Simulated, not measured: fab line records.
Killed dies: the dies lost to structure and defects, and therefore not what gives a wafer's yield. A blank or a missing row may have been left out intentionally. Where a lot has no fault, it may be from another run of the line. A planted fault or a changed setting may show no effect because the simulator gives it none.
Lot-split experiment || flow n5Finfet || 21 wafers read from 7 lots, route of 1938 steps

== ABOUT THE SPLIT ==
At N5_PASSIVATION_PECVD_00 (deposits SiO2 from SiH4/N2O, target thk 200 nm, time 11.2 s), the setting timeS was moved away from the recipe's 11.2 s on 10 of the 21 wafers read, by -12.1% to +13.8%. The other wafers ran this setting at the recipe's value.

The reading comes from the split's own step.

== THE READING ==
SiO2_of_PASSIVATION_PECVD_00.thkNm (the simulator's own value, which no gauge read), in nm, at N5_PASSIVATION_PECVD_00 (deposits SiO2 from SiH4/N2O, target thk 200 nm, time 11.2 s). There is no usual value for it anywhere in the file. The 11 wafers here that ran the recipe average 200.1 nm, standard deviation 2.1 nm.

{"wafer": "L075.2", "tool, chamber at the split": "pecvd-01, 2", "timeS as run, s": 11.2, "against the recipe": "recipe", "SiO2_of_PASSIVATION_PECVD_00.thkNm, nm": 200.4, "against lot-mates on the recipe": "-"}
{"wafer": "L075.3", "tool, chamber at the split": "pecvd-01, 1", "timeS as run, s": 9.843, "against the recipe": "-12.1%", "SiO2_of_PASSIVATION_PECVD_00.thkNm, nm": 174.4, "against lot-mates on the recipe": -26.0}
{"wafer": "L075.5", "tool, chamber at the split": "pecvd-01, 1", "timeS as run, s": 9.843, "against the recipe": "-12.1%", "SiO2_of_PASSIVATION_PECVD_00.thkNm, nm": 176, "against lot-mates on the recipe": -24.4}
{"wafer": "L085.1", "tool, chamber at the split": "pecvd-01, 0", "timeS as run, s": 11.2, "against the recipe": "recipe", "SiO2_of_PASSIVATION_PECVD_00.thkNm, nm": 198.4, "against lot-mates on the recipe": "-"}
{"wafer": "L085.4", "tool, chamber at the split": "pecvd-01, 1", "timeS as run, s": 10.42, "against the recipe": "-7.0%", "SiO2_of_PASSIVATION_PECVD_00.thkNm, nm": 187.4, "against lot-mates on the recipe": -11.0}
{"wafer": "L085.6", "tool, chamber at the split": "pecvd-01, 0", "timeS as run, s": 10.42, "against the recipe": "-7.0%", "SiO2_of_PASSIVATION_PECVD_00.thkNm, nm": 184.2, "against lot-mates on the recipe": -14.2}
{"wafer": "L084.3", "tool, chamber at the split": "pecvd-04, 2", "timeS as run, s": 11.2, "against the recipe": "recipe", "SiO2_of_PASSIVATION_PECVD_00.thkNm, nm": 196.6, "against lot-mates on the recipe": "-"}
{"wafer": "L084.5", "tool, chamber at the split": "pecvd-04, 1", "timeS as run, s": 11.98, "against the recipe": "+7.0%", "SiO2_of_PASSIVATION_PECVD_00.thkNm, nm": 216.6, "against lot-mates on the recipe": "+17.6"}
{"wafer": "L084.6", "tool, chamber at the split": "pecvd-04, 2", "timeS as run, s": 11.2, "against the recipe": "recipe", "SiO2_of_PASSIVATION_PECVD_00.thkNm, nm": 201.4, "against lot-mates on the recipe": "-"}
{"wafer": "L090.3", "tool, chamber at the split": "pecvd-01, 2", "timeS as run, s": 11.2, "against the recipe": "recipe", "SiO2_of_PASSIVATION_PECVD_00.thkNm, nm": 200.4, "against lot-mates on the recipe": "-"}
{"wafer": "L090.4", "tool, chamber at the split": "pecvd-01, 1", "timeS as run, s": 11.2, "against the recipe": "recipe", "SiO2_of_PASSIVATION_PECVD_00.thkNm, nm": 202.4, "against lot-mates on the recipe": "-"}
{"wafer": "L090.5", "tool, chamber at the split": "pecvd-01, 2", "timeS as run, s": 11.2, "against the recipe": "recipe", "SiO2_of_PASSIVATION_PECVD_00.thkNm, nm": 204, "against lot-mates on the recipe": "-"}
{"wafer": "L096.2", "tool, chamber at the split": "pecvd-04, 2", "timeS as run, s": 11.2, "against the recipe": "recipe", "SiO2_of_PASSIVATION_PECVD_00.thkNm, nm": 198.4, "against lot-mates on the recipe": "-"}
{"wafer": "L096.5", "tool, chamber at the split": "pecvd-04, 2", "timeS as run, s": 11.2, "against the recipe": "recipe", "SiO2_of_PASSIVATION_PECVD_00.thkNm, nm": 198.4, "against lot-mates on the recipe": "-"}
{"wafer": "L096.3", "tool, chamber at the split": "pecvd-04, 1", "timeS as run, s": 12.75, "against the recipe": "+13.8%", "SiO2_of_PASSIVATION_PECVD_00.thkNm, nm": 223.2, "against lot-mates on the recipe": "+24.8"}
{"wafer": "L093.3", "tool, chamber at the split": "pecvd-02, 2", "timeS as run, s": 11.68, "against the recipe": "+4.3%", "SiO2_of_PASSIVATION_PECVD_00.thkNm, nm": 205.2, "against lot-mates on the recipe": "+3.4"}
{"wafer": "L093.4", "tool, chamber at the split": "pecvd-02, 1", "timeS as run, s": 11.68, "against the recipe": "+4.3%", "SiO2_of_PASSIVATION_PECVD_00.thkNm, nm": 208, "against lot-mates on the recipe": "+6.2"}
{"wafer": "L093.5", "tool, chamber at the split": "pecvd-02, 2", "timeS as run, s": 11.2, "against the recipe": "recipe", "SiO2_of_PASSIVATION_PECVD_00.thkNm, nm": 201.8, "against lot-mates on the recipe": "-"}
{"wafer": "L092.1", "tool, chamber at the split": "pecvd-02, 0", "timeS as run, s": 10.67, "against the recipe": "-4.7%", "SiO2_of_PASSIVATION_PECVD_00.thkNm, nm": 187.8, "against lot-mates on the recipe": -10.8}
{"wafer": "L092.3", "tool, chamber at the split": "pecvd-02, 2", "timeS as run, s": 11.2, "against the recipe": "recipe", "SiO2_of_PASSIVATION_PECVD_00.thkNm, nm": 198.6, "against lot-mates on the recipe": "-"}
{"wafer": "L092.4", "tool, chamber at the split": "pecvd-02, 0", "timeS as run, s": 10.67, "against the recipe": "-4.7%", "SiO2_of_PASSIVATION_PECVD_00.thkNm, nm": 188.4, "against lot-mates on the recipe": -10.2}

FIT RESULTS
A straight line over all 21 wafers: SiO2_of_PASSIVATION_PECVD_00.thkNm changes by +1.96 nm for each +1% of timeS; r = +0.98; the points scatter about the line by 2.3 nm.
The same after taking each lot's own level away (the mean of its wafers on the recipe; 21 wafers): +1.94 nm for each +1%; r = +0.98; scatter 2.1 nm.
According to that fit, moving timeS by its largest amount changes the reading by 27 nm.
The span of the lots' own levels, 198.40 to 202.27 nm, comes to 1.8 times the standard deviation stated above.
So the lot-to-lot level changes the slope little: the two slopes agree.
Check: with one of the wafers moved furthest among these (+13.8%) left out of the fit, the line predicts +27.4 nm for it against its lot-mates. Against them it came out at +24.8 nm.

== OTHER SPLITS APPLIED TO THESE WAFERS ==
Before the reading, these wafers also passed through other splits. Each is held against what the fit with the lots' levels taken away leaves over:
{"other split on the same wafers": "N5_BEOL_M15_EXPOSE_07 doseMj", "wafers away from the commonest value": 6, "r with SiO2_of_PASSIVATION_PECVD_00.thkNm (lot level and that fit taken away)": -0.02}

== THE FILE'S OWN FIT ==
SiO2_of_PASSIVATION_PECVD_00.thkNm changes by +1.95 nm for each +1% of timeS, r = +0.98.
